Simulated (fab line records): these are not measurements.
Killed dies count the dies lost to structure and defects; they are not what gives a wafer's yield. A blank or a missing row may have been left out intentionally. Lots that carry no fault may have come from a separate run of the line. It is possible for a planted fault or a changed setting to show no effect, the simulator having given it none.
fab line records ; flow nand-harc
[record] lots = 11; wafers = 33; last-day = 33
route steps=1302 shown A_STAIRCASE@651 END@1302
lots untouched by any fault: they come from a run of this same line in which no faults occurred
start-h: hours from the record's opening day to when the first of the lot's shown wafers began ; wait-h: time in hours since the lot's previous step ; " same as the row above ; L1.1+2: a single row standing in for several wafers ; - no value, or no start given ; * or withheld: withheld ; < > ~ a bound
route shown NAME@n: a module of which the file shows steps, and the number in the route of the first ; usual: mean and standard deviation over wafers with no fault ; same: alike in all rows ; chamber/n: place in a boat ; sites: the reading at each site ; _std_site: standard deviation of those values ; _edge_site: outer sites' mean less inner sites' ; radius-mm: how far each site lies from the wafer's centre ; mask NAME#n: copy n ; behind: the most recent tool/chamber to have shaped the wafer ; hold: reason for holding the lot/hours on hold/outcome of the hold ; device: names the non-switching transistor (n, p or np) ; end of line: at the end of the route, the tests of the same wafers ; step lacking rows: just its recipe ; killed: at the first sort, the dies lost to defects and structure; wafer yield is something else ; map: dies across one wafer; x = killed, . = not, _ = none there
set.NAME: the setting that was run; set.NAME@STEP: the one run at that earlier step ; model.NAME: the simulator's own value behind a step, which no gauge read
the route's steps for a sample of lots (tables are steps, rows are wafers)
services: the hour from which a tool's chamber was out of use, counted from the record's first day as start-h (under 0 if before that day), plus the number of hours and why
[[steps]]
[step NHARC_A_STAIRCASE_ETCH_169]
[recipe] target-depth-a = 500; time-s = 107.1; ion-energy-ev = 120; ch3f-flow-sccm = 50; o2-flow-sccm = 30; ar-flow-sccm = 200; rf-w = 500; bias-w = 100; chemistry = CH3F/O2
[usual] drypump-motor-current-A = 5.9/0.35; o2-flow-sccm = 30.02/0.092; oes-product-au = 0.953/0.017; rf-fwd-power-W = 497.1/1.7; rf-vpp-V = 243.9/1.4; showerhead-plenum-p-Torr = 2.43/0.087; throttle-valve-pct = 20.664/0.0089
lot.wafer;tool;chamber;start-h;wait-h;drypump-motor-current-A;o2-flow-sccm;oes-product-au;rf-fwd-power-W;rf-hours-counter-h;rf-vpp-V;showerhead-plenum-p-Torr;throttle-valve-pct
L388.3;rie-diel-05;1;353.55;0.1;6.1;30.02;0.960;495.5;43;243.6;2.31;20.666
L388.2;rie-diel-05;0;353.55;0.1;5.7;29.94;0.942;497.3;37;243.2;2.44;20.682
L388.6;rie-diel-05;2;353.55;0.1;5.4;29.92;0.965;497.8;-;243.3;2.45;20.642
L390.3;rie-diel-12;1;377.34;0.1;6.2;29.96;0.956;495.6;27;243.5;2.48;20.666
L390.5;rie-diel-12;1;377.34;0.1;6.2;29.98;0.952;498.3;-;244.5;2.48;20.655
L390.6;rie-diel-12;2;377.34;0.1;5.6;30.04;0.981;497.0;-;243.7;2.48;20.656
L393.1;rie-diel-05;2;405.23;0.1;5.4;30.06;0.950;496.8;54;244.8;2.45;20.673
L393.3;rie-diel-05;0;405.23;0.1;5.7;30.11;0.957;498.3;51;246.0;2.43;20.667
L393.4;rie-diel-05;2;405.23;0.1;5.4;29.95;0.958;495.9;-;244.2;2.45;20.669
L396.4;rie-diel-12;0;432.04;0.1;6.2;30.03;0.972;495.4;52;242.6;2.37;20.675
L396.1;rie-diel-12;1;432.04;0.1;6.2;30.17;0.956;497.4;49;245.1;2.47;20.644
L396.5;rie-diel-12;0;432.04;0.1;6.2;30.02;0.969;496.4;-;241.8;2.37;20.664
L397.4;rie-diel-05;2;453.00;0.1;5.3;29.75;0.948;495.9;12;246.2;2.44;20.688
L397.5;rie-diel-05;3;453.00;0.1;5.8;29.98;0.935;497.2;-;245.0;2.53;20.667
L397.6;rie-diel-05;0;453.00;0.1;5.7;29.96;0.936;497.4;-;243.2;2.43;20.671
L399.2;rie-diel-05;2;456.11;0.1;5.4;29.93;0.978;497.0;13;245.4;2.44;20.665
L399.1;rie-diel-05;1;456.11;0.1;6.2;30.15;0.968;496.4;12;242.6;2.30;20.665
L399.6;rie-diel-05;3;456.11;0.1;5.8;30.10;0.968;497.6;-;245.9;2.53;20.658
L402.3;rie-diel-03;0;498.83;0.1;6.5;30.05;0.990;496.9;7;246.0;2.53;20.658
L402.1;rie-diel-03;1;498.83;0.1;5.7;29.91;0.985;494.8;9;244.6;2.48;20.661
L402.5;rie-diel-03;1;498.83;0.1;5.7;30.08;0.991;497.0;-;246.1;2.49;20.654
L406.2;rie-diel-12;1;543.63;0.3;6.2;30.10;0.936;498.7;31;244.6;2.46;20.658
L406.5;rie-diel-12;0;543.63;0.3;6.2;30.11;0.943;497.5;-;243.6;2.35;20.648
L406.6;rie-diel-12;1;543.63;0.3;6.2;29.99;0.946;498.7;-;243.5;2.46;20.661
L409.2;rie-diel-12;2;564.26;0.1;5.7;30.07;0.950;495.5;34;245.2;2.46;20.667
L409.3;rie-diel-12;3;564.26;0.1;6.1;29.99;0.988;495.3;37;241.7;2.30;20.666
L409.1;rie-diel-12;0;564.26;0.1;6.2;30.03;0.969;494.7;36;241.9;2.35;20.664
L411.3;rie-diel-05;1;576.04;0.2;6.2;30.06;0.929;498.7;53;240.7;2.29;20.662
L411.2;rie-diel-05;2;576.04;0.2;5.3;29.95;0.931;497.3;46;244.9;2.43;20.663
L411.1;rie-diel-05;3;576.04;0.2;5.7;29.91;0.929;497.9;50;244.7;2.51;20.660
L410.1;rie-diel-05;1;576.42;0.2;6.1;29.88;0.912;498.3;53;242.2;2.29;20.660
L410.2;rie-diel-05;2;576.42;0.2;5.4;30.00;0.929;499.9;46;245.5;2.43;20.673
L410.6;rie-diel-05;2;576.42;0.2;5.4;29.93;0.935;497.0;-;244.2;2.43;20.649
[step NHARC_A_STAIRCASE_ETCH_170]
[recipe] target-depth-a = 2000; time-s = 66.667; ion-energy-ev = 250; c4f6-flow-sccm = 25; o2-flow-sccm = 20; ar-flow-sccm = 500; rf-w = 600; bias-w = 500; chemistry = C4F6/O2
[usual] drypump-motor-current-A = 5.9/0.36; o2-flow-sccm = 20.00/0.06; oes-product-au = 0.973/0.012; rf-fwd-power-W = 594.9/2.1; rf-vpp-V = 546.0/2.7; showerhead-plenum-p-Torr = 3.88/0.13; throttle-valve-pct = 26.903/0.0093
lot.wafer;tool;chamber;start-h;wait-h;drypump-motor-current-A;o2-flow-sccm;oes-product-au;rf-fwd-power-W;rf-hours-counter-h;rf-vpp-V;showerhead-plenum-p-Torr;throttle-valve-pct
L388.3;rie-diel-05;2;-;-;5.4;19.99;0.981;593.8;41;545.7;3.92;26.917
L388.2;rie-diel-05;3;-;-;5.7;20.05;0.961;595.7;35;551.0;4.04;26.904
L388.6;rie-diel-05;1;-;-;6.2;20.01;0.983;597.0;-;542.2;3.70;26.900
L390.3;rie-diel-12;2;-;-;5.6;20.02;0.986;591.9;34;547.2;3.96;26.905
L390.5;rie-diel-12;1;-;-;6.2;20.09;0.964;592.8;-;549.1;3.96;26.901
L390.6;rie-diel-12;2;-;-;5.6;20.00;0.989;593.1;-;548.6;3.96;26.914
L393.1;rie-diel-05;2;-;-;5.4;19.89;0.971;598.0;54;545.6;3.91;26.905
L393.3;rie-diel-05;0;-;-;5.7;20.01;0.969;597.4;51;545.4;3.89;26.896
L393.4;rie-diel-05;0;-;-;5.7;19.97;0.980;594.8;-;545.7;3.89;26.896
L396.1;rie-diel-12;2;-;-;5.6;19.98;0.967;594.2;55;547.5;3.95;26.907
L396.4;rie-diel-12;0;-;-;6.2;20.02;0.992;597.0;53;544.0;3.78;26.916
L396.5;rie-diel-12;2;-;-;5.6;19.85;0.962;594.1;-;547.7;3.95;26.898
L397.4;rie-diel-05;1;-;-;6.2;20.08;0.965;596.6;12;543.4;3.69;26.889
L397.5;rie-diel-05;2;-;-;5.4;20.14;0.962;597.0;-;547.0;3.90;26.913
L397.6;rie-diel-05;3;-;-;5.8;20.01;0.955;595.7;-;548.4;4.03;26.893
L399.2;rie-diel-05;2;-;-;5.4;20.00;0.981;594.6;13;546.9;3.90;26.897
L399.1;rie-diel-05;0;-;-;5.7;19.99;0.980;597.3;10;544.3;3.88;26.890
L399.6;rie-diel-05;2;-;-;5.4;20.03;0.977;596.6;-;546.4;3.90;26.916
L402.3;rie-diel-03;2;-;-;5.0;20.09;0.965;593.3;9;546.5;3.92;26.909
L402.1;rie-diel-03;0;-;-;6.5;20.01;0.991;592.6;7;549.5;4.04;26.905
L402.5;rie-diel-03;1;-;-;5.7;20.02;0.986;596.1;-;549.2;3.96;26.911
L406.2;rie-diel-12;1;-;-;6.2;20.02;0.974;594.2;31;546.2;3.93;26.892
L406.5;rie-diel-12;0;-;-;6.2;19.90;0.965;595.9;-;543.9;3.77;26.899
L406.6;rie-diel-12;1;-;-;6.2;19.96;0.964;593.8;-;547.2;3.93;26.906
L409.2;rie-diel-12;3;-;-;6.1;20.04;1.002;594.4;37;541.2;3.68;26.923
L409.3;rie-diel-12;0;-;-;6.2;19.98;0.987;595.4;37;544.4;3.76;26.909
L409.1;rie-diel-12;1;-;-;6.2;20.02;0.981;596.1;36;548.1;3.92;26.906
L411.3;rie-diel-05;0;-;-;5.7;19.97;0.994;598.1;46;545.0;3.86;26.897
L411.2;rie-diel-05;2;-;-;5.4;19.97;0.984;593.9;46;545.9;3.88;26.895
L411.1;rie-diel-05;3;-;-;5.7;20.05;0.979;592.6;50;548.7;4.00;26.912
L410.2;rie-diel-05;3;-;-;5.8;19.93;0.965;593.5;50;548.2;4.00;26.889
L410.1;rie-diel-05;1;-;-;6.1;19.97;0.969;597.8;53;541.3;3.67;26.903
L410.6;rie-diel-05;2;-;-;5.4;20.02;0.976;598.5;-;545.7;3.88;26.912
[step NHARC_A_STAIRCASE_STRIP_171]
[recipe] power-w = 1500; temp-c = 250; chemistry = O2
[usual] drypump-motor-current-A = 5.71/0.18; heater-power-w = 357/20
lot.wafer;tool;chamber;start-h;wait-h;drypump-motor-current-A;heater-power-w;rf-hours-counter-h
L388.2;plasma-asher-02;0;353.83;-;5.55;344;22
L388.3;plasma-asher-02;0;353.83;-;5.54;356;-
L388.6;plasma-asher-02;0;353.83;-;5.56;354;-
L390.3;plasma-asher-01;1;377.71;-;5.55;338;-
L390.5;plasma-asher-01;0;377.71;-;5.76;365;-
L390.6;plasma-asher-01;1;377.71;-;5.57;328;-
L393.1;plasma-asher-02;1;405.49;-;5.94;381;30
L393.4;plasma-asher-02;1;405.49;-;5.95;393;-
L393.3;plasma-asher-02;0;405.49;-;5.54;344;-
L396.1;plasma-asher-01;1;432.32;-;-;-;-
L396.4;plasma-asher-01;0;432.32;-;-;-;-
L396.5;plasma-asher-01;1;432.32;-;-;-;-
L397.4;plasma-asher-01;0;453.30;-;-;-;-
L397.5;plasma-asher-01;0;453.30;-;-;-;-
L397.6;plasma-asher-01;1;453.30;-;-;-;-
L399.2;plasma-asher-02;0;456.37;-;-;-;-
L399.1;plasma-asher-02;1;456.37;-;-;-;-
L399.6;plasma-asher-02;1;456.37;-;-;-;-
L402.1;plasma-asher-02;0;499.11;-;5.51;355;13
L402.3;plasma-asher-02;1;499.11;-;5.94;392;-
L402.5;plasma-asher-02;0;499.11;-;5.50;345;-
L406.2;plasma-asher-01;0;543.85;-;5.76;331;2
L406.5;plasma-asher-01;0;543.85;-;5.76;345;-
L406.6;plasma-asher-01;1;543.85;-;5.58;348;-
L409.2;plasma-asher-02;1;564.49;-;5.97;381;30
L409.1;plasma-asher-02;0;564.49;-;5.50;351;30
L409.3;plasma-asher-02;0;564.49;-;5.53;355;-
L411.1;plasma-asher-01;0;576.36;-;5.77;344;9
L411.2;plasma-asher-01;1;576.36;-;5.55;352;9
L411.3;plasma-asher-01;0;576.36;-;5.77;334;-
L410.2;plasma-asher-02;0;576.67;-;5.54;339;32
L410.1;plasma-asher-02;1;576.67;-;5.97;382;32
L410.6;plasma-asher-02;0;576.67;-;5.55;354;-
[step NHARC_A_STAIRCASE_DESCUM_11]
[recipe] time-s = 3; o2-flow-sccm = 200; ar-flow-sccm = 0; bias-power-w = 0; chemistry = O2
[usual] drypump-motor-current-A = 5.8/0.41; o2-flow-sccm = 199.9/0.56; oes-product-au = 1.001/0.01; rf-vpp-V = 57.7/0.84; showerhead-plenum-p-Torr = 1.90/0.075; throttle-valve-pct = 11.313/0.009
lot.wafer;tool;chamber;start-h;wait-h;drypump-motor-current-A;o2-flow-sccm;oes-product-au;rf-hours-counter-h;rf-vpp-V;showerhead-plenum-p-Torr;throttle-valve-pct
L388.3;rie-diel-05;0;355.42;-;5.7;200.7;0.996;38;57.4;1.90;11.325
L388.2;rie-diel-05;2;355.42;-;5.4;200.1;0.984;42;58.2;1.91;11.321
L388.6;rie-diel-05;3;355.42;-;5.7;199.8;0.985;-;56.6;1.98;11.307
L390.3;rie-diel-12;2;379.11;-;5.6;201.1;0.998;34;56.5;1.93;11.310
L390.5;rie-diel-12;1;379.11;-;6.2;199.6;0.994;-;59.4;1.93;11.316
L390.6;rie-diel-12;2;379.11;-;5.6;199.9;1.006;-;57.3;1.93;11.314
L393.3;rie-diel-05;1;407.01;-;6.1;200.5;0.990;57;57.2;1.79;11.303
L393.1;rie-diel-05;2;407.01;-;5.4;201.0;0.995;55;57.8;1.91;11.313
L393.4;rie-diel-05;0;407.01;-;5.7;200.0;0.988;-;57.8;1.89;11.325
L396.1;rie-diel-05;1;433.79;-;6.1;199.8;1.001;8;56.4;1.79;11.314
L396.4;rie-diel-05;3;433.79;-;5.7;200.1;0.997;3;58.8;1.97;11.323
L396.5;rie-diel-05;1;433.79;-;6.2;200.3;0.999;-;58.6;1.79;11.325
L397.4;rie-diel-05;1;454.73;-;6.1;199.7;0.996;12;56.7;1.79;11.311
L397.5;rie-diel-05;0;454.73;-;5.7;199.9;1.008;-;57.3;1.89;11.319
L397.6;rie-diel-05;1;454.73;-;6.1;200.2;1.002;-;57.3;1.79;11.305
L399.1;rie-diel-05;0;457.91;-;5.7;200.4;1.013;10;57.1;1.89;11.314
L399.2;rie-diel-05;1;457.91;-;6.1;200.4;1.010;13;56.8;1.79;11.312
L399.6;rie-diel-05;1;457.91;-;6.1;200.6;0.990;-;57.5;1.79;11.329
L402.1;rie-diel-12;1;500.60;-;6.2;200.0;0.991;16;57.4;1.92;11.330
L402.3;rie-diel-12;2;500.60;-;5.6;200.1;0.985;16;57.7;1.92;11.305
L402.5;rie-diel-12;1;500.60;-;6.2;199.2;0.998;-;57.1;1.92;11.297
L406.2;rie-diel-03;3;545.40;-;5.9;200.9;1.015;26;57.9;2.07;11.327
L406.5;rie-diel-03;0;545.40;-;6.5;199.2;1.008;-;59.0;1.97;11.295
L406.6;rie-diel-03;1;545.40;-;5.7;199.4;1.010;-;57.6;1.93;11.297
L409.3;rie-diel-03;2;566.00;-;4.9;198.9;1.015;35;57.4;1.90;11.321
L409.2;rie-diel-03;0;566.00;-;6.5;199.7;1.008;30;57.6;1.97;11.323
L409.1;rie-diel-03;1;566.00;-;5.7;199.9;0.992;26;58.2;1.93;11.313
L411.2;rie-diel-05;0;577.88;-;5.7;200.7;1.023;47;58.5;1.88;11.315
L411.3;rie-diel-05;1;577.88;-;6.1;199.6;0.991;54;57.1;1.77;11.309
L411.1;rie-diel-05;3;577.88;-;5.7;200.4;1.001;50;57.7;1.96;11.312
L410.2;rie-diel-05;3;578.20;-;5.7;199.8;0.991;50;57.4;1.96;11.309
L410.1;rie-diel-05;0;578.20;-;5.7;200.4;1.009;47;57.3;1.88;11.308
L410.6;rie-diel-05;3;578.20;-;5.7;200.2;0.993;-;58.1;1.96;11.306
[step NHARC_END_SORT_01]
[recipe] temp-c = 25
[usual] killed-at-array = 65/19; killed-at-other = 0.9/1.1; killed-at-periphery = 3.5/2.3; killed-dies = 69/19; killed-open = 3.2/1.8; killed-short = 2.4/1.5
[same] gross-dies = 677
lot.wafer;tool;chamber;start-h;wait-h;killed-at-array;killed-at-other;killed-at-periphery;killed-dies;killed-open;killed-short
L397.4;prober-02;0;664.45;3.4;93;0;1;94;10;3
L397.5;prober-02;0;665.26;3.7;101;0;4;105;2;1
L397.6;prober-02;0;666.06;4.0;87;0;4;91;3;2
L399.1;prober-02;0;676.07;2.5;58;1;1;60;1;3
L399.2;prober-02;0;676.88;2.8;60;1;1;62;2;6
L399.6;prober-02;0;680.12;4.1;43;1;2;46;2;1
L406.2;prober-01;0;762.22;2.8;84;3;1;88;8;2
L406.5;prober-01;0;764.64;3.7;88;1;2;91;3;1
L406.6;prober-01;0;765.45;4.0;74;1;6;81;2;5
L409.1;prober-01;0;772.11;2.5;75;3;4;82;5;3
L409.2;prober-01;0;772.92;2.8;62;1;2;65;1;3
L409.3;prober-01;0;773.72;3.1;66;1;1;68;2;3
L411.1;prober-01;0;793.23;2.5;59;1;2;62;0;3
L411.2;prober-01;0;794.02;2.8;50;2;2;54;1;1
L411.3;prober-01;0;794.81;3.1;55;1;2;58;6;2
L410.1;prober-02;0;793.28;2.5;60;0;0;60;1;0
L410.2;prober-02;0;794.07;2.8;68;1;2;71;6;4
L410.6;prober-02;0;797.25;4.0;52;0;1;53;3;1
// killed by level:class
L397.4 A_SLIT:chamber-film-flake=30 A_CHANNEL_HOLE_D1:chamber-film-flake=28 A_CHANNEL_HOLE_D2:chamber-film-flake=9 A_STAIRCASE:chamber-film-flake=4 A_CONTACT:chamber-film-flake=4 A_CONTACT:geometric-particle:open=3 A_WL_FILL:geometric-particle:short=2 A_WL_FILL:chamber-film-flake=2
L397.5 A_SLIT:chamber-film-flake=38 A_CHANNEL_HOLE_D1:chamber-film-flake=30 A_CHANNEL_HOLE_D2:chamber-film-flake=19 A_CONTACT:chamber-film-flake=3 A_BONDPAD:chamber-film-flake=3 P_M1:chamber-film-flake=2 A_STAIRCASE:chamber-film-flake=2 P_CONTACT:geometric-particle:short=1
L397.6 A_SLIT:chamber-film-flake=34 A_CHANNEL_HOLE_D1:chamber-film-flake=25 A_CHANNEL_HOLE_D2:chamber-film-flake=15 A_STAIRCASE:chamber-film-flake=3 A_SGD_CUT:geometric-particle:open=2 P_M1:chamber-film-flake=2 A_CHANNEL_FILL_D2:chamber-film-flake=2 A_ONON_D1:geometric-particle:short=1
L399.1 A_SLIT:chamber-film-flake=29 A_CHANNEL_HOLE_D2:chamber-film-flake=14 A_CHANNEL_HOLE_D1:chamber-film-flake=3 A_CONTACT:chamber-film-flake=3 A_CHANNEL_FILL_D1:chamber-film-flake=2 A_WL_FILL:chamber-film-flake=2 A_ONON_D1:geometric-particle:short=1 A_DECK1_JOINT:geometric-particle:short=1
L399.2 A_SLIT:chamber-film-flake=30 A_CHANNEL_HOLE_D2:chamber-film-flake=11 A_CHANNEL_HOLE_D1:chamber-film-flake=6 A_ONON_D2:geometric-particle:short=2 A_ONON_D1:geometric-particle:short=1 A_CHANNEL_HOLE_D1:geometric-particle:short=1 A_CHANNEL_FILL_D1:geometric-particle:short=1 A_ONON_D2:geometric-particle:open=1
L399.6 A_SLIT:chamber-film-flake=26 A_CHANNEL_HOLE_D2:chamber-film-flake=9 A_CHANNEL_HOLE_D1:chamber-film-flake=3 A_CONTACT:chamber-film-flake=2 P_GATE:geometric-particle:open=1 A_CHANNEL_FILL_D2:geometric-particle:short=1 A_WL_FILL:geometric-particle:open=1 P_GATE:chamber-film-flake=1
L406.2 A_CHANNEL_HOLE_D1:chamber-film-flake=32 A_SLIT:chamber-film-flake=31 THIN_TSV:chamber-film-flake=3 A_ONON_D1:geometric-particle:open=2 A_CHANNEL_FILL_D1:geometric-particle:open=2 A_DECK1_JOINT:chamber-film-flake=2 A_STAIRCASE:chamber-film-flake=2 A_WL_FILL:chamber-film-flake=2
L406.5 A_CHANNEL_HOLE_D1:chamber-film-flake=37 A_SLIT:chamber-film-flake=35 A_CONTACT:chamber-film-flake=6 A_STAIRCASE:chamber-film-flake=4 P_M0:geometric-particle:short=1 A_ONON_D2:geometric-particle:open=1 A_CHANNEL_FILL_D2:geometric-particle:open=1 A_WL_FILL:geometric-particle:open=1
L406.6 A_SLIT:chamber-film-flake=33 A_CHANNEL_HOLE_D1:chamber-film-flake=27 A_CONTACT:chamber-film-flake=5 P_ZERO_WELL:chamber-film-flake=3 A_CHANNEL_FILL_D1:chamber-film-flake=2 P_CONTACT:geometric-particle:open=1 A_SOURCE_PLATE:geometric-particle:short=1 A_ONON_D1:geometric-particle:short=1
L409.1 A_CHANNEL_HOLE_D2:chamber-film-flake=36 A_CHANNEL_HOLE_D1:chamber-film-flake=19 A_SLIT:chamber-film-flake=7 A_STAIRCASE:chamber-film-flake=5 P_BONDPAD:chamber-film-flake=3 A_CONTACT:geometric-particle:open=2 A_CONTACT:chamber-film-flake=2 A_ONON_D2:geometric-particle:short=1
L409.2 A_CHANNEL_HOLE_D2:chamber-film-flake=29 A_CHANNEL_HOLE_D1:chamber-film-flake=15 A_SLIT:chamber-film-flake=8 A_STAIRCASE:chamber-film-flake=4 P_GATE:chamber-film-flake=2 A_WL_FILL:chamber-film-flake=2 A_CHANNEL_HOLE_D1:geometric-particle:short=1 A_CHANNEL_FILL_D1:geometric-particle:short=1
L409.3 A_CHANNEL_HOLE_D2:chamber-film-flake=32 A_SLIT:chamber-film-flake=14 A_CHANNEL_HOLE_D1:chamber-film-flake=8 A_STAIRCASE:chamber-film-flake=3 A_CONTACT:chamber-film-flake=3 A_BLC:geometric-particle:open=2 A_ONON_D2:geometric-particle:short=1 A_CHANNEL_HOLE_D2:geometric-particle:short=1
L411.1 A_CHANNEL_HOLE_D2:chamber-film-flake=32 A_SLIT:chamber-film-flake=13 A_CONTACT:chamber-film-flake=8 P_GATE:chamber-film-flake=2 A_STAIRCASE:chamber-film-flake=2 A_CHANNEL_FILL_D2:geometric-particle:short=1 A_WL_FILL:geometric-particle:short=1 STARTING-WAFER:geometric-particle:short=1
L410.1 A_SLIT:chamber-film-flake=34 A_CONTACT:chamber-film-flake=14 A_CHANNEL_HOLE_D2:chamber-film-flake=4 A_STAIRCASE:chamber-film-flake=4 A_CHANNEL_HOLE_D1:chamber-film-flake=2 A_SGD_CUT:geometric-particle:open=1 A_CHANNEL_FILL_D1:chamber-film-flake=1
L411.2 A_CHANNEL_HOLE_D2:chamber-film-flake=30 A_STAIRCASE:chamber-film-flake=9 A_SLIT:chamber-film-flake=4 A_BLC:chamber-film-flake=2 THIN_TSV:chamber-film-flake=2 A_DECK1_JOINT:geometric-particle:open=1 A_CHANNEL_HOLE_D2:geometric-particle:short=1 P_STI:chamber-film-flake=1
L410.2 A_SLIT:chamber-film-flake=36 A_CONTACT:chamber-film-flake=10 A_STAIRCASE:chamber-film-flake=5 A_CHANNEL_HOLE_D2:chamber-film-flake=4 A_CHANNEL_HOLE_D1:unspecified=3 A_ONON_D1:geometric-particle:short=2 A_M0:geometric-particle:open=2 A_DECK1_JOINT:geometric-particle:short=1
L411.3 A_CHANNEL_HOLE_D2:chamber-film-flake=31 A_SLIT:chamber-film-flake=8 A_CONTACT:chamber-film-flake=5 A_WL_FILL:geometric-particle:short=2 A_M0:geometric-particle:open=2 P_M0:geometric-particle:open=1 A_SOURCE_PLATE:geometric-particle:open=1 A_CHANNEL_HOLE_D2:geometric-particle:open=1
L410.6 A_SLIT:chamber-film-flake=30 A_STAIRCASE:chamber-film-flake=6 A_CONTACT:chamber-film-flake=6 A_CHANNEL_HOLE_D1:chamber-film-flake=3 A_CHANNEL_HOLE_D1:unspecified=2 P_CONTACT:geometric-particle:open=1 A_CHANNEL_FILL_D1:geometric-particle:open=1 A_CHANNEL_FILL_D2:geometric-particle:short=1
[[services]]
tool;chamber;start-h;hours;kind
rie-diel-05;0;337.20;-;clean
rie-diel-05;1;337.20;-;clean
rie-diel-05;2;337.20;-;clean
rie-diel-05;3;337.20;-;clean
plasma-asher-01;-;342.18;9.0;pm
rie-diel-05;0;361.70;-;clean
rie-diel-05;1;361.70;-;clean
rie-diel-12;-;376.64;0.5;repair
rie-diel-03;2;394.33;1.7;repair
plasma-asher-02;-;397.19;6.7;repair
rie-diel-03;0;400.29;7.5;repair
rie-diel-12;3;401.05;5.6;repair
rie-diel-05;-;407.07;9.0;pm
plasma-asher-02;-;426.32;9.0;pm
rie-diel-12;-;447.42;9.0;pm
rie-diel-03;2;453.37;4.3;repair
rie-diel-12;-;458.24;0.5;repair
rie-diel-05;2;464.84;31.8;repair
plasma-asher-01;-;487.02;7.0;repair
rie-diel-03;1;502.74;20.3;repair
plasma-asher-01;-;519.18;9.0;pm
rie-diel-12;-;536.03;2.2;repair
plasma-asher-02;-;568.63;3.5;repair
rie-diel-12;2;569.33;2.6;repair
[[key]]
[first-sign] step = NHARC_A_STAIRCASE_STRIP_171; reading = tool-record; direction = missing
effect none on later readings
met-at NHARC_A_STAIRCASE_STRIP_171
struck-lots L396,L397,L399
tester-left-out L396,L397,L399
not-acting-at NHARC_A_STAIRCASE_ETCH_169,NHARC_A_STAIRCASE_ETCH_170,NHARC_A_STAIRCASE_DESCUM_11
onset-between 405.49 432.32
[fault] kind = skipped-step-whole; tool = plasma-asher-01,plasma-asher-02; chamber = -; onset-h = 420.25; steps = NHARC_A_STAIRCASE_STRIP_171; scope = struck-lots-only
// tester-left-out: of these lots the tester's yield and bins aren't shown, on N5 and GAA mostly nor the transistor test; their killed dies are dies lost to structure and defects alone, not to doping, threshold or leakage, so they don't give the yield
